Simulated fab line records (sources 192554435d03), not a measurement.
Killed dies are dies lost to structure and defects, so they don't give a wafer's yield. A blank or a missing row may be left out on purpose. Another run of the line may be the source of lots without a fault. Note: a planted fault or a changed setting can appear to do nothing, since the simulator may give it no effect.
Matching of chambers    flow n5 finfet    N5_BEOL_M6_ETCH_66 on rie diel-04 has 4 sister chambers
The step etches SOC in N2/H2, target depth 80 nm, overetch 16 nm, time 120 s. 14 wafers are shown with their chamber, then 7 later ones without.

== WAFERS WITH THEIR CHAMBER ==
wafer   chamber  showerhead plenum p Torr (Torr)  rf vpp V (V)  throttle valve pct (%)
L106.2  3        2.60                             525.3         17.70
L106.4  1        2.47                             521.1         17.95
L106.5  0        2.72                             529.3         17.71
L109.4  0        2.71                             528.4         17.70
L109.5  2        2.49                             523.0         17.89
L109.6  1        2.47                             523.3         17.99
L118.2  1        2.46                             521.4         18.03
L118.4  2        2.48                             522.2         17.45
L118.6  0        2.70                             528.7         17.76
L126.4  0        2.69                             527.8         17.77
L126.5  2        2.48                             522.1         17.46
L126.6  1        2.46                             521.2         18.06
L128.3  2        2.48                             523.6         17.47
L128.4  0        2.69                             527.5         17.78

SIGNATURES (means of the wafers above)
reading                   chamber 0  chamber 1  chamber 2  chamber 3  scatter within a chamber
showerhead plenum p Torr  2.7020     2.4650     2.4825     2.6000     0.00925
rf vpp V                  528.340    521.750    522.725    525.300    0.825
throttle valve pct        17.7440    18.0075    17.5675    17.7000    0.123
Rule: a wafer's distance from a chamber is the root of the sum, over the readings, of the square of ((its reading less the chamber's mean) divided by the reading's scatter). The wafer belongs to the nearest chamber; if the next one is less than 2 further off, it can't be placed. The scatter is the square root of a quotient: the sum, over the shown wafers, of each reading's squared deviation from its chamber's mean, divided by wafers minus chambers.

== WAFERS WITH NO CHAMBER GIVEN ==
wafer   showerhead plenum p Torr (Torr)  rf vpp V (V)  throttle valve pct (%)
L128.5  2.48                             522.9         17.44
L123.1  2.58                             525.3         17.80
L123.2  2.45                             521.6         18.05
L123.5  2.45                             521.1         18.07
L127.3  2.48                             522.7         17.46
L127.4  2.45                             520.2         18.08
L127.6  2.48                             521.1         17.50

== WHICH CHAMBER EACH ONE RAN IN ==
wafer   from the rows above  in truth
L128.5  2                    2
L123.1  3                    3
L123.2  1                    1
L123.5  1                    1
L127.3  2                    2
L127.4  1                    1
L127.6  2                    2
Correct placement for 7 of the 7. Number that these rows cannot place: 0. Number placed wrongly: 0.
